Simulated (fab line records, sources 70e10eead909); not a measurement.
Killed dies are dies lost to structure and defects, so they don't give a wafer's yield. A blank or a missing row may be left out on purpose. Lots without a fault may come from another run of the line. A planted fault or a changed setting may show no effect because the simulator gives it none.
One fault seen from 2 desks | flow nand_harc | each desk has only its own numbers; what lay behind them comes last

THE DEFECT DESK
What the inspections along the route counted, lot by lot: means of the sampled wafers that have a number. A lot is out of limits, marked OUT, if its mean lies more than 4 standard deviations from the usual mean; the brackets give that distance.
Columns: A = raw_defect_count at NHARC_A_M0_INSPECT_11, usual 83
lot  | first seen here | A
L385 | day 23 01:13    | 74
L384 | day 23 04:19    | 97
L386 | day 24 12:16    | 74
L389 | day 25 09:47    | 68
L391 | day 26 16:08    | 74
L394 | day 27 05:25    | 136
L401 | day 30 02:40    | 85
L399 | day 30 07:10    | 62
L402 | day 30 17:04    | 79
L406 | day 31 20:20    | 85
L403 | day 32 00:56    | 22
L404 | day 32 01:50    | 133
L405 | day 32 07:34    | 75
This desk's finding: nothing out of limits on any of the 13 lots.

THE TOOL OWNER'S DESK: litho_track-04
The tool's own readings at NHARC_A_M0_PEB_07 (peb time 65 s): means of the sampled wafers that have a number, for each lot that ran on this tool. A lot is out of limits, marked OUT, if its mean lies more than 4 standard deviations from the usual mean; the brackets give that distance.
Columns: A = exhaust_pa at NHARC_A_M0_PEB_07, usual 45.3 Pa; B = heater_power_total_W at NHARC_A_M0_PEB_07, usual 156.7 W; C = plate_temp_C at NHARC_A_M0_PEB_07, usual 99.97 C
lot  | first seen here | A    | B     | C
L385 | day 23 01:00    | 44.1 | 156.4 | 99.89
L384 | day 23 04:07    | 46.3 | 156.6 | 100.08
L391 | day 26 15:55    | 45.7 | 155.9 | 99.46
L394 | day 27 05:13    | 45.2 | 155.5 | 99.36 (-4.7) OUT
L402 | day 30 16:51    | 46.4 | 157.1 | 99.86
L406 | day 31 20:08    | 44.9 | 156.4 | 100.05
L403 | day 32 00:44    | 45.1 | 156.6 | 100.01
L404 | day 32 01:38    | 45.1 | 156.9 | 99.86
This desk's finding: out of limits on L394; first on L394, day 27 05:13 (plate_temp_C at NHARC_A_M0_PEB_07). In limits: L385, L384, L391, L402, L406, L403, L404.

PUT TOGETHER
The tool owner's desk could have raised an alarm at day 27 05:13, on L394.
The defect desk saw nothing out of limits.
The defect desk has L394 on record, within its limits.
Of the lots named, all ran NHARC_A_M0_PEB_07 on litho_track-04.

WHAT THE SIMULATOR HAD PUT IN
Process parameter drift: litho_track-04, from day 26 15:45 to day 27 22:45, at NHARC_A_M0_PEB_07. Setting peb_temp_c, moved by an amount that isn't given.
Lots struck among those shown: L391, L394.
Hours from the fault's start to each desk's first reading out of limits: the tool owner's desk, 13.
